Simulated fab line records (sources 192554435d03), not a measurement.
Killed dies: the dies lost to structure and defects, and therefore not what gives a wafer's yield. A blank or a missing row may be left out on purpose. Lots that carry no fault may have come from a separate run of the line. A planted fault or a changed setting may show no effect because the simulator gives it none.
fab line records | flow n5-finfet
record: lots: 6 | wafers: 18 | last-day: 18
route steps=1938 shown BEOL_M0@739 BEOL_M1@751 BEOL_M4@1111
lots that met no fault: taken from a fault-free run of the same line
start-h: start of the lot's first displayed wafer, in hours after the record's first day | wait-h: hours since the lot's step before | " same as the row above | L1.1+2: a single row standing in for several wafers | - no value, or no start given | * or withheld: withheld | < > ~ a bound
route shown NAME@n: a module of which the file shows steps, and the number in the route of the first | usual: the fault-free wafers' mean and standard deviation | same: alike in all rows | chamber/n: place in a boat | sites: per-site readings | _std_site: how widely they spread, as a standard deviation | _edge_site: mean of outer sites minus mean of inner sites | radius-mm: for every site, how far away it sits from the centre of the wafer | mask NAME#n: copy n | behind: the last tool/chamber to shape the wafer | hold: cause of the lot's hold/its duration in hours/its outcome | device: the transistor (n, p or np) that didn't switch | end of line: the route-end tests of the same wafers | a step with no rows: only its recipe | killed: not the wafer's yield, but the dies lost to structure and defects at the first sort | map: shows each die of a wafer: x if killed, . if not, _ if none is there
set.NAME: the setting that was run; set.NAME@STEP: the one run at that earlier step | model.NAME: the simulator's own value behind a step, which no gauge read
lots at some steps of the route; a table a step, a row a wafer
services: a tool's chamber out of use, with start hour (start-h, from the record's first day; less than 0 if before it), hours out, and reason
== steps ==
step: N5_BEOL_M0_ANNEAL_135
recipe: temp-c: 400 | time-s: 60 | ambient: vacuum
step: N5_BEOL_M0_SPUTTER_141
recipe: material: Cu | target-thk-a: 40 | temp-c: -20 | chamber-pressure-pa: 0.07 | power-w: withheld | time-s: 7.37
step: N5_BEOL_M0_ECD_118
recipe: material: Cu | target-thk-a: 3000
step: N5_BEOL_M0_ANNEAL_119
recipe: temp-c: 225 | time-s: 90 | ambient: N2
usual: wafer_temp_C_max: 225.73/0.24
lot.wafer | tool          | chamber | start-h | wait-h | wafer_temp_C_max
L855.1    | rtp-anneal-02 | 0       | 139.61  | 0.1    | 226.06
L855.5    | "             | 0       | "       | "      | 225.93
L855.6    | "             | 0       | "       | "      | 226.43
L856.3    | rtp-anneal-02 | 0       | 155.99  | 0.1    | 225.94
L856.4    | "             | 0       | "       | "      | 225.93
L856.6    | "             | 0       | "       | "      | 225.67
L864.1    | rtp-anneal-01 | 0       | 199.47  | 0.2    | 225.62
L864.3    | "             | 0       | "       | "      | 225.87
L864.5    | "             | 0       | "       | "      | 225.79
L867.1    | rtp-anneal-02 | 0       | 213.46  | 0.1    | 226.14
L867.5    | "             | 0       | "       | "      | 226.30
L867.6    | "             | 0       | "       | "      | 225.95
L868.1    | rtp-anneal-02 | 0       | 227.55  | 0.1    | 226.08
L868.4    | "             | 0       | "       | "      | 225.85
L868.6    | "             | 0       | "       | "      | 225.98
L874.1    | rtp-anneal-01 | 0       | 256.13  | 0.1    | 225.41
L874.4    | "             | 0       | "       | "      | 225.74
L874.6    | "             | 0       | "       | "      | 225.63
step: N5_BEOL_M0_CMP_120
recipe: stop-on: SiOC | t-overpolish-s: 6.9 | down-force-psi: 1 | platen-rpm: 50 | clearing-platen-down-force-psi: 1.5 | clearing-platen-rpm: 50 | post-cmp-clean: cu-alkaline | clearing-platen-pad-velocity-m-s: 0.99484 | pad-velocity-m-s: 0.99484
usual: barrier-field-endpoint-s: 3.60/0.099 | motor-current-A: 6.0/0.67 | overpolish-run-s: 6.901/0.0097 | time-to-endpoint-s: 61.7/2.8
lot.wafer | tool   | chamber | start-h | wait-h | barrier-field-endpoint-s | motor-current-A | overpolish-run-s | time-to-endpoint-s
L855.1    | cmp-01 | 2       | 140.25  | 0.6    | 3.60                     | 5.8             | 6.913            | 61.5
L855.5    | "      | 2       | "       | "      | 3.58                     | 5.8             | 6.911            | 60.0
L855.6    | "      | 3       | "       | "      | 3.69                     | 6.5             | 6.913            | 64.0
L856.3    | cmp-01 | 3       | 156.20  | 0.2    | 3.53                     | 6.7             | 6.904            | 63.7
L856.4    | "      | 1       | "       | "      | 3.61                     | 4.7             | 6.880            | 57.0
L856.6    | "      | 0       | "       | "      | 3.40                     | 5.0             | 6.889            | 60.1
L864.3    | cmp-03 | 2       | 199.78  | 0.2    | 3.40                     | 6.0             | 6.902            | 57.2
L864.1    | "      | 1       | "       | "      | 3.57                     | 6.5             | 6.899            | 59.0
L864.5    | "      | 3       | "       | "      | 3.61                     | 6.3             | 6.885            | 62.4
L867.1    | cmp-02 | 3       | 213.79  | 0.3    | 3.50                     | 6.1             | 6.904            | 64.8
L867.5    | "      | 2       | "       | "      | 3.65                     | 7.4             | 6.901            | 68.7
L867.6    | "      | 3       | "       | "      | 3.56                     | 6.3             | 6.904            | 63.2
L868.4    | cmp-03 | 3       | 227.85  | 0.1    | 3.64                     | 6.4             | 6.899            | 63.8
L868.1    | "      | 0       | "       | "      | 3.69                     | 6.6             | 6.900            | 67.3
L868.6    | "      | 3       | "       | "      | 3.63                     | 6.0             | 6.909            | 64.0
L874.4    | cmp-03 | 3       | 256.58  | 0.3    | 3.72                     | 6.2             | 6.907            | 60.7
L874.1    | "      | 0       | "       | "      | 3.79                     | 6.1             | 6.894            | 63.1
L874.6    | "      | 2       | "       | "      | 3.65                     | 6.1             | 6.899            | 57.5
step: N5_BEOL_M0_PRE_CLEAN_131
recipe: gas: NH3/H2 | time-s: 15 | temp-c: * | rf-power-w: 300
usual: heater-power-w: 96/22
lot.wafer | tool      | chamber | start-h | wait-h | heater-power-w
L855.1    | cvd-co-02 | 1       | 140.58  | 0.0    | 101
L855.5    | "         | 0       | "       | "      | 110
L855.6    | "         | 1       | "       | "      | 104
L856.3    | cvd-co-01 | 1       | 156.53  | 0.0    | 87
L856.4    | "         | 1       | "       | "      | 86
L856.6    | "         | 0       | "       | "      | 65
L864.1    | cvd-co-02 | 1       | 200.12  | 0.0    | 105
L864.3    | "         | 0       | "       | "      | 108
L864.5    | "         | 2       | "       | "      | 133
L867.1    | cvd-co-01 | 1       | 214.09  | 0.0    | 86
L867.5    | "         | 0       | "       | "      | 67
L867.6    | "         | 2       | "       | "      | 85
L868.1    | cvd-co-01 | 2       | 228.18  | 0.0    | 83
L868.4    | "         | 1       | "       | "      | 88
L868.6    | "         | 2       | "       | "      | 85
L874.1    | cvd-co-01 | 1       | 256.84  | 0.0    | 90
L874.4    | "         | 0       | "       | "      | 68
L874.6    | "         | 1       | "       | "      | 87
step: N5_BEOL_M0_CO_CAP_123
recipe: material: Co | target-thk-a: 20 | temp-c: 200 | precursor: CCTBA/H2 | pressure-torr: 30 | time-s: 102.1
usual: heater-power-w: 250/27
lot.wafer | tool      | chamber | start-h | wait-h | heater-power-w
L855.1    | cvd-co-02 | 1       | 140.62  | 0.0    | 258
L855.5    | "         | 0       | "       | "      | 267
L855.6    | "         | 1       | "       | "      | 260
L856.3    | cvd-co-01 | 1       | 156.57  | 0.0    | 236
L856.4    | "         | 1       | "       | "      | 231
L856.6    | "         | 0       | "       | "      | 213
L864.1    | cvd-co-02 | 1       | 200.16  | 0.0    | 255
L864.3    | "         | 0       | "       | "      | 270
L864.5    | "         | 2       | "       | "      | 297
L867.1    | cvd-co-01 | 1       | 214.13  | 0.0    | 236
L867.5    | "         | 0       | "       | "      | 215
L867.6    | "         | 2       | "       | "      | 235
L868.1    | cvd-co-01 | 2       | 228.22  | 0.0    | 234
L868.4    | "         | 1       | "       | "      | 243
L868.6    | "         | 2       | "       | "      | 236
L874.1    | cvd-co-01 | 1       | 256.88  | 0.0    | 241
L874.4    | "         | 0       | "       | "      | 218
L874.6    | "         | 1       | "       | "      | 240
step: N5_BEOL_M0_PRE_CLEAN_124
recipe: gas: NH3 | time-s: 15 | temp-c: withheld | rf-power-w: 300
step: N5_BEOL_M0_DEP_125
recipe: material: SiCN | target-thk-a: 80 | temp-c: withheld | precursor: 3MS/NH3 | pressure-torr: 3 | rf-w: 202 | time-s: 14
usual: showerhead-plenum-p-Torr: 3.666/0.018 | throttle-valve-pct: 8.9/0.69
lot.wafer | tool     | chamber | start-h | wait-h | showerhead-plenum-p-Torr | throttle-valve-pct
L855.1    | pecvd-03 | 1       | 140.74  | 0.0    | 3.675                    | 8.2
L855.5    | "        | 2       | "       | "      | 3.648                    | 9.1
L855.6    | "        | 1       | "       | "      | 3.684                    | 8.4
L856.3    | pecvd-04 | 1       | 156.69  | 0.0    | 3.663                    | 9.5
L856.4    | "        | 1       | "       | "      | 3.660                    | 9.3
L856.6    | "        | 0       | "       | "      | 3.678                    | 8.8
L864.1    | pecvd-03 | 1       | 200.27  | 0.0    | 3.672                    | 8.3
L864.3    | "        | 2       | "       | "      | 3.656                    | 9.3
L864.5    | "        | 1       | "       | "      | 3.676                    | 8.3
L867.1    | pecvd-03 | 1       | 214.26  | 0.0    | 3.674                    | 8.0
L867.5    | "        | 0       | "       | "      | 3.695                    | 9.9
L867.6    | "        | 1       | "       | "      | 3.679                    | 7.9
L868.1    | pecvd-02 | 0       | 228.34  | 0.0    | 3.693                    | 9.7
L868.4    | "        | 1       | "       | "      | 3.652                    | 8.7
L868.6    | "        | 2       | "       | "      | 3.649                    | 8.5
L874.1    | pecvd-03 | 2       | 256.99  | 0.0    | 3.649                    | 8.1
L874.4    | "        | 2       | "       | "      | 3.644                    | 8.0
L874.6    | "        | 1       | "       | "      | 3.668                    | 8.0
step: N5_BEOL_M0_RS_MEAS_126
recipe: thk-meas-gauge: four-point-probe | reads: Co_of_BEOL_M0_CO_CAP_123+Cu_of_BEOL_M0_ECD_118+Co_of_BEOL_M0_CVD_115+TaN_of_BEOL_M0_ALD_136
usual: M0_RS: 0.531/0.016
lot.wafer | tool          | chamber | start-h | wait-h | M0_RS[ohm/sq]
L855.1    | film-metro-01 | -       | 140.81  | 0.0    | 0.518
L855.5    | "             | -       | "       | "      | 0.497
L855.6    | "             | -       | "       | "      | 0.502
L856.3    | film-metro-02 | -       | 156.76  | 0.1    | 0.529
L856.4    | "             | -       | "       | "      | 0.541
L856.6    | "             | -       | "       | "      | 0.522
L864.1    | film-metro-02 | -       | 200.34  | 0.0    | 0.513
L864.3    | "             | -       | "       | "      | 0.523
L864.5    | "             | -       | "       | "      | 0.526
L867.1    | film-metro-01 | -       | 214.34  | 0.1    | 0.534
L867.5    | "             | -       | "       | "      | 0.518
L867.6    | "             | -       | "       | "      | 0.521
L868.1    | film-metro-01 | -       | 228.41  | 0.0    | 0.549
L868.4    | "             | -       | "       | "      | 0.535
L868.6    | "             | -       | "       | "      | 0.522
L874.1    | film-metro-02 | -       | 257.06  | 0.0    | 0.530
L874.4    | "             | -       | "       | "      | 0.511
L874.6    | "             | -       | "       | "      | 0.548
step: N5_BEOL_M0_INSPECT_127
recipe: inspect-instrument: darkfield | mode: post-dep
usual: raw-defect-count: 69/23
lot.wafer | tool              | chamber | start-h | wait-h | raw-defect-count
L855.1    | defect-inspect-01 | -       | 140.83  | 0.0    | 61
L855.5    | "                 | -       | "       | "      | 50
L855.6    | "                 | -       | "       | "      | 43
L856.3    | defect-inspect-01 | -       | 156.78  | 0.0    | 67
L856.4    | "                 | -       | "       | "      | 59
L856.6    | "                 | -       | "       | "      | 39
L864.1    | defect-inspect-01 | -       | 200.37  | 0.0    | 54
L864.3    | "                 | -       | "       | "      | 73
L864.5    | "                 | -       | "       | "      | 74
L867.1    | defect-inspect-02 | -       | 214.37  | 0.0    | 54
L867.5    | "                 | -       | "       | "      | 28
L867.6    | "                 | -       | "       | "      | 43
L868.1    | defect-inspect-01 | -       | 228.43  | 0.0    | 81
L868.4    | "                 | -       | "       | "      | 75
L868.6    | "                 | -       | "       | "      | 66
L874.1    | defect-inspect-02 | -       | 257.09  | 0.0    | 67
L874.4    | "                 | -       | "       | "      | 74
L874.6    | "                 | -       | "       | "      | 69
step: N5_BEOL_M1_ILD_DEP_00
recipe: material: SiOC | target-thk-a: 790 | temp-c: 350 | precursor: DEMS/O2 | pressure-torr: 5 | rf-w: 500 | time-s: 15.3
usual: heater-power-w: 527/84 | showerhead-plenum-p-Torr: 5.696/0.018 | susceptor-temp-C: 350.01/0.19 | throttle-valve-pct: 12.1/0.71
lot.wafer | tool     | chamber | start-h | wait-h | heater-power-w | showerhead-plenum-p-Torr | susceptor-temp-C | throttle-valve-pct
L855.1    | pecvd-03 | 1       | 140.87  | 0.0    | 730            | 5.711                    | 349.86           | 10.6
L855.5    | "        | 1       | "       | "      | 738            | 5.715                    | 349.65           | 10.6
L855.6    | "        | 2       | "       | "      | 472            | 5.692                    | 349.85           | 12.3
L856.3    | pecvd-01 | 0       | 156.82  | 0.0    | 465            | 5.688                    | 350.09           | 12.5
L856.4    | "        | 1       | "       | "      | 594            | 5.717                    | 350.07           | 12.7
L856.6    | "        | 0       | "       | "      | 473            | 5.707                    | 349.95           | 12.5
L864.1    | pecvd-01 | 0       | 200.40  | 0.0    | 470            | 5.704                    | 352.34           | 12.4
L864.3    | "        | 2       | "       | "      | 564            | 5.677                    | 352.10           | 11.9
L864.5    | "        | 1       | "       | "      | 639            | 5.702                    | 351.95           | 12.6
L867.1    | pecvd-01 | 0       | 214.40  | 0.0    | 418            | 5.711                    | 352.22           | 12.4
L867.5    | "        | 2       | "       | "      | 532            | 5.665                    | 352.32           | 12.2
L867.6    | "        | 0       | "       | "      | 430            | 5.686                    | 352.23           | 12.3
L868.1    | pecvd-03 | 1       | 228.47  | 0.0    | 721            | 5.702                    | 350.30           | 10.6
L868.4    | "        | 0       | "       | "      | 404            | 5.725                    | 350.07           | 13.1
L868.6    | "        | 1       | "       | "      | 698            | 5.721                    | 350.22           | 10.4
L874.1    | pecvd-03 | 1       | 257.12  | 0.0    | 723            | 5.718                    | 350.17           | 10.7
L874.4    | "        | 0       | "       | "      | 484            | 5.719                    | 349.82           | 13.1
L874.6    | "        | 1       | "       | "      | 721            | 5.708                    | 349.98           | 10.7
step: N5_BEOL_M1_THK_MEAS_01
recipe: reads: SiOC_of_BEOL_M1_ILD_DEP_00
usual: M1_ILD_THK: 79.0/1
lot.wafer | tool          | chamber | start-h | wait-h | M1_ILD_THK[nm]
L855.1    | film-metro-01 | -       | 140.94  | 0.0    | 78.9
L855.5    | "             | -       | "       | "      | 79.6
L855.6    | "             | -       | "       | "      | 80.7
L856.3    | film-metro-02 | -       | 156.89  | 0.1    | 77.6
L856.4    | "             | -       | "       | "      | 79.3
L856.6    | "             | -       | "       | "      | 79.3
L864.1    | film-metro-02 | -       | 200.47  | 0.0    | 76.7
L864.3    | "             | -       | "       | "      | 76.9
L864.5    | "             | -       | "       | "      | 79.2
L867.1    | film-metro-01 | -       | 214.47  | 0.0    | 78.2
L867.5    | "             | -       | "       | "      | 78.3
L867.6    | "             | -       | "       | "      | 79.6
L868.1    | film-metro-02 | -       | 228.57  | 0.1    | 77.8
L868.4    | "             | -       | "       | "      | 79.6
L868.6    | "             | -       | "       | "      | 79.0
L874.1    | film-metro-02 | -       | 257.19  | 0.0    | 77.3
L874.4    | "             | -       | "       | "      | 78.9
L874.6    | "             | -       | "       | "      | 78.1
step: N5_BEOL_M4_RC_MEAS_101
usual: DIBL_N: 36.5/1.4 | DIBL_P: 36.9/1.7 | IOFF_N: 0.163/0.023 | IOFF_P: 0.22/0.032 | ION_N: 673/9 | ION_P: 462/7.5 | SS_N: 71.6/0.54 | SS_P: 73.4/0.62 | VT_N: 249.8/2.8 | VT_P: -250/3.5
lot.wafer | tool      | chamber | start-h | wait-h | DIBL_N[mV/V] | DIBL_P[mV/V] | IOFF_N[nA/um] | IOFF_P[nA/um] | ION_N[uA/um] | ION_P[uA/um] | SS_N[mV/dec] | SS_P[mV/dec] | VT_N[mV] | VT_P[mV]
L855.1    | prober-01 | 0       | 188.00  | 0.0    | 36.7         | 35.4         | 0.156         | 0.24          | 675          | 472          | 72.0         | 73.0         | 249.7    | -245
L855.5    | "         | 0       | "       | "      | 35.1         | 34.0         | 0.132         | 0.23          | 671          | 469          | 71.3         | 72.5         | 254.2    | -244
L855.6    | "         | 0       | "       | "      | 37.3         | 36.6         | 0.178         | 0.28          | 685          | 480          | 71.7         | 73.7         | 246.4    | -240
L856.3    | prober-02 | 0       | 210.84  | 0.3    | 38.4         | 39.6         | 0.184         | 0.24          | 685          | 471          | 71.8         | 74.1         | 247.9    | -248
L856.4    | "         | 0       | "       | "      | 38.0         | 38.6         | 0.175         | 0.23          | 663          | 456          | 72.2         | 73.2         | 250.1    | -251
L856.6    | "         | 0       | "       | "      | 37.1         | 38.3         | 0.159         | 0.21          | 682          | 467          | 71.9         | 73.0         | 247.3    | -252
L864.1    | prober-02 | 0       | 250.63  | 0.0    | 38.9         | 37.8         | 0.198         | 0.22          | 680          | 460          | 72.1         | 74.2         | 246.4    | -250
L864.3    | "         | 0       | "       | "      | 37.4         | 35.6         | 0.162         | 0.19          | 681          | 453          | 71.9         | 73.0         | 250.4    | -253
L864.5    | "         | 0       | "       | "      | 37.7         | 36.0         | 0.162         | 0.19          | 662          | 453          | 71.2         | 73.7         | 251.5    | -254
L867.1    | prober-02 | 0       | 272.75  | 0.0    | 37.6         | 38.5         | 0.189         | 0.23          | 686          | 463          | 72.4         | 73.5         | 245.7    | -251
L867.5    | "         | 0       | "       | "      | 35.5         | 35.7         | 0.147         | 0.20          | 657          | 456          | 71.5         | 72.8         | 249.1    | -250
L867.6    | "         | 0       | "       | "      | 38.1         | 37.6         | 0.191         | 0.23          | 664          | 456          | 72.3         | 73.9         | 246.6    | -250
L868.1    | prober-02 | 0       | 276.53  | 0.0    | 36.5         | 38.4         | 0.171         | 0.22          | 669          | 457          | 71.6         | 73.4         | 248.7    | -248
L868.4    | "         | 0       | "       | "      | 36.6         | 38.5         | 0.178         | 0.23          | 683          | 469          | 72.6         | 72.7         | 249.9    | -249
L868.6    | "         | 0       | "       | "      | 36.5         | 38.4         | 0.169         | 0.22          | 681          | 467          | 71.5         | 73.4         | 249.4    | -252
L874.1    | prober-02 | 0       | 303.67  | 0.0    | 36.8         | 35.8         | 0.174         | 0.24          | 670          | 468          | 71.3         | 73.7         | 247.3    | -249
L874.4    | "         | 0       | "       | "      | 36.5         | 34.9         | 0.172         | 0.23          | 662          | 455          | 72.4         | 73.5         | 248.9    | -249
L874.6    | "         | 0       | "       | "      | 35.4         | 34.1         | 0.147         | 0.22          | 671          | 462          | 71.2         | 72.8         | 249.3    | -249
== services ==
tool     | chamber | start-h | hours | kind
cmp-02   | -       | 126.50  | 6.1   | repair
cmp-03   | -       | 126.99  | 4.0   | pm
cmp-03   | -       | 130.99  | -     | consumable-replace:conditioner
cmp-03   | -       | 130.99  | -     | consumable-replace:pad
cmp-03   | -       | 132.59  | 14.3  | pm
pecvd-01 | 0       | 142.94  | 2.1   | scheduled-down
pecvd-04 | 1       | 147.43  | 2.1   | scheduled-down
cmp-02   | -       | 147.75  | 2.2   | repair
pecvd-01 | -       | 160.29  | 28.1  | pm
cmp-03   | -       | 162.10  | 0.6   | repair
pecvd-02 | 0       | 186.26  | 5.5   | scheduled-down
cmp-01   | -       | 199.18  | 4.0   | pm
pecvd-03 | 2       | 202.38  | -     | clean
pecvd-03 | 2       | 202.38  | -     | consumable-replace:showerhead
pecvd-03 | 2       | 202.38  | 29.0  | scheduled-down
pecvd-03 | 2       | 202.38  | 29.0  | vent-cycle
cmp-01   | -       | 203.18  | -     | consumable-replace:conditioner
cmp-01   | -       | 203.18  | -     | consumable-replace:pad
cmp-03   | -       | 207.95  | 6.7   | pm
pecvd-04 | -       | 221.49  | 0.8   | repair
pecvd-04 | -       | 225.70  | 4.3   | pm
cmp-02   | -       | 238.10  | 4.6   | pm
cmp-02   | -       | 252.18  | 7.7   | pm
cmp-03   | -       | 253.17  | 1.7   | repair
== key ==
first-sign: step: N5_BEOL_M1_ILD_DEP_00 | reading: susceptor-temp-C | direction: up | sigmas: 11 | usual: * | struck: *
effect none on later readings
met-at N5_BEOL_M1_ILD_DEP_00
struck-wafers L864.1,L864.3,L864.5,L867.1,L867.5,L867.6
onset-between 156.82 200.40
fault: kind: process-parameter-drift | tool: pecvd-01 | chamber: - | onset-h: 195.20 | steps: N5_BEOL_M1_ILD_DEP_00 | channel: temp-c | offset: * | shape: step | end-h: 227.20 | acts-in: * | stated: *
